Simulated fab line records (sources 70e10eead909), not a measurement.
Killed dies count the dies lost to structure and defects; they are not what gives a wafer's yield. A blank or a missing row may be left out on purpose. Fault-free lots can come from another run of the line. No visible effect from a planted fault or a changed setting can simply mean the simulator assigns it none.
Code-filled problem report in 8D (eight disciplines) form / flow nand-harc / the parts of the form that need people (team, actions taken, sign-off) are left out

## 1. THE PROBLEM
Wafers without a fault read 31, standard deviation 11; killed-at-array at NHARC_END_SORT_01 reads a mean of 125 on 9 wafers belonging to 3 lots. Measured from the usual mean, that is +8.5 standard deviations.
Earliest sighting: wafer L570.1 on prober-02 at day 23 20:34. At this step, 9 wafers from 3 lots have a number in the record. The rule behind "out" and "out of limits": a value lying over 4 standard deviations away from the usual mean. The other wafers with a number count as sound.

## 2. WHAT IT IS, WHAT IT ISN'T
question=which readings at this step; is=killed-at-array, killed-dies; is not=killed-at-other, killed-open, killed-short
question=which lots; is=L570, L572, L574; is not=-
question=which wafers of those lots; is=all that have a number; is not=-
question=read on which gauges; is=prober-01, prober-02; is not=-
question=when; is=from day 23 20:34; is not=up to then (0 sound wafers)

## 3. THE SUSPECTS, EACH WITH WHAT RULES IT OUT
Counting: a tool stays on the suspect list if, at a process step up to the reading, it processed all lots that are out and no sound lot following the first of them.
- ruled out: the gauge at NHARC_END_SORT_01. Those wafers that are out were read across 2 gauges (prober-01, prober-02).
- rie-diel-08 at NHARC_A_BLC_STRIP_29 (strips in CF4): kept. It ran every lot that is out, first L570 (day 21 19:58), and no sound lot after that.
The count leaves rie-diel-08 at NHARC_A_BLC_STRIP_29.

## 4. THE CAUSE (what the simulator had put in)
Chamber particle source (rie-diel-08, NHARC_A_BLC_STRIP_29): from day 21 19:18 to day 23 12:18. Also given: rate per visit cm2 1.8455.
Counting left only this tool.

## 5. THE CHAIN OF EFFECTS, in route order
Each row: a reading whose mean over the struck wafers that have a number lies more than 3 standard deviations from the usual. Scope: only readings with a usual standard deviation given in the record; hours: median across lots of the time from each lot's start at the first step in this table that gives one to its start at this step; sigmas: change in usual standard deviations.
hours=0; step=NHARC_END_SORT_01; reading=killed-at-array; usual=31; on struck wafers=125; change=+94; sigmas=+8.5
hours=0; step=NHARC_END_SORT_01; reading=killed-dies; usual=34; on struck wafers=127; change=+93; sigmas=+7.8

## 6. HOW IT WOULD HAVE BEEN CAUGHT EARLIER
The first out-of-limits reading at a measuring or inspecting step in this record came at day 23 20:34, 49 hours after the fault's start at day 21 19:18.
No tool reading at NHARC_A_BLC_STRIP_29 that has a usual standard deviation in the record was out on any struck wafer, so an alarm limit of 4 standard deviations on those readings would not have fired.
Lots out: 3; all had begun NHARC_A_BLC_STRIP_29 on rie-diel-08 by day 23 20:34. None of them would have been spared by holding the tool at that moment.
